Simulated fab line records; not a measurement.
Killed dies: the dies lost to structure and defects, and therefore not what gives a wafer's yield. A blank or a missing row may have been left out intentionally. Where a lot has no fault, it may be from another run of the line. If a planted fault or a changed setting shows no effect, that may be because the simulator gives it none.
A struck lot beside a sound one || flow nand harc || 15 steps out of a route of 1302
Sound: these wafers, L355.2, L355.5, L355.6. Wafers struck: L359.1, L359.3, L359.5. The cause is given at the end.
At each step with rows: each side's tool, then ch and its chambers, then its first start. Under that, the readings that differ: sound wafers || struck wafers || difference of the means || sigmas: that difference in standard deviations of wafers without a fault.
alike: readings whose means differ by less than 2 such deviations, and words and numbers that are the same on both sides. not compared: withheld readings, readings that some wafer has no value for, bounds like >300 that may hide the same value, and numbers for which the record gives no deviation and whose values overlap.
The two part at a step that has a row with sigmas, a row that says differs or no value, or rows on one side only. Numbers that have no deviation but don't overlap get no sigmas and don't part them. A reading that every wafer of one side lacks parts them only if that side has two wafers or more.

first, 7 steps without rows for these wafers: NHARC_A_BLC_COAT_03 (time 65 s); NHARC_A_BLC_COAT_04 (resist thk 90 nm); NHARC_A_BLC_SOFTBAKE_05 (time 55 s); NHARC_A_BLC_EBR_06; NHARC_A_BLC_EXPOSE_07 (exposes mask A BLC, target cd 100 nm); NHARC_A_BLC_PEB_08 (peb time 65 s); NHARC_A_BLC_DEVELOP_09 (develop time 35 s).
NHARC_A_BLC_CD_MEAS_10: target cd 100 nm.
  sound on cd sem-03 ch 0, day 27 15:56; struck on cd sem-03 ch 0, day 29 16:17
  alike: cd nm
NHARC_A_BLC_OVL_MEAS_11:
  sound: overlay-01 at day 27 16:02; struck: overlay-02 at day 29 16:22
  alike: overlay x nm, overlay y nm
NHARC_A_BLC_INSPECT_12:
  sound: defect inspect-01 at day 27 16:04; struck: defect inspect-01 at day 29 16:25
  alike: raw defect count
NHARC_A_BLC_DESCUM_15: chemistry O2, time 3 s.
  sound on rie diel-08 ch 2,3, day 27 16:08; struck on rie diel-01 ch 1,2, day 29 16:28
  alike: chamber pressure mTorr, drypump motor current A, oes product au, rf vpp V, showerhead plenum p Torr, throttle valve pct
  not compared: rf hours counter h
NHARC_A_BLC_ETCH_16: etches the open film in CF4, target depth 39 nm, time 65 s.
  sound on rie diel-08 ch 2,3, day 27 16:13; struck on rie diel-01 ch 1,2,3, day 29 16:34
  alike: chamber pressure mTorr, drypump motor current A, oes product au, rf vpp V, run length s, showerhead plenum p Torr, throttle valve pct
  not compared: rf hours counter h
NHARC_A_BLC_ETCH_17: etches the open film in N2/H2, target depth 390 nm, time 609.38 s.
  sound on rie diel-08 ch 0,3, day 27 16:18; struck on rie diel-01 ch 1,2,3, day 29 16:41
{"reading": "run length s (s)", "sound": "630.6 630.4 631.3", "struck": "614.4 613.9 613.6", "difference": -16.8, "sigmas": -34}
  alike: chamber pressure mTorr, drypump motor current A, oes product au, rf vpp V, showerhead plenum p Torr, throttle valve pct
  not compared: rf hours counter h
NHARC_A_BLC_ETCH_18: etches the open film in C4F8/O2/Ar, target depth 910 nm.
  sound: rie diel-08 ch 1,2,3; struck: rie diel-01 ch 1,2,3
  alike: chamber pressure mTorr, oes product au, rf vpp V
  not compared: rf hours counter h
NHARC_END_SORT_01:
  the record has rows for the sound wafers here (prober-01 ch 0, day 29 14:46) and none for the struck ones

== WHERE THEY PART ==
At NHARC_A_BLC_ETCH_17 first; at NHARC_END_SORT_01 last (within this record only).

WHY: what the simulator had put in
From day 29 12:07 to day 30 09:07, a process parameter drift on rie diel-01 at NHARC_A_BLC_ETCH_17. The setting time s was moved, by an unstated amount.
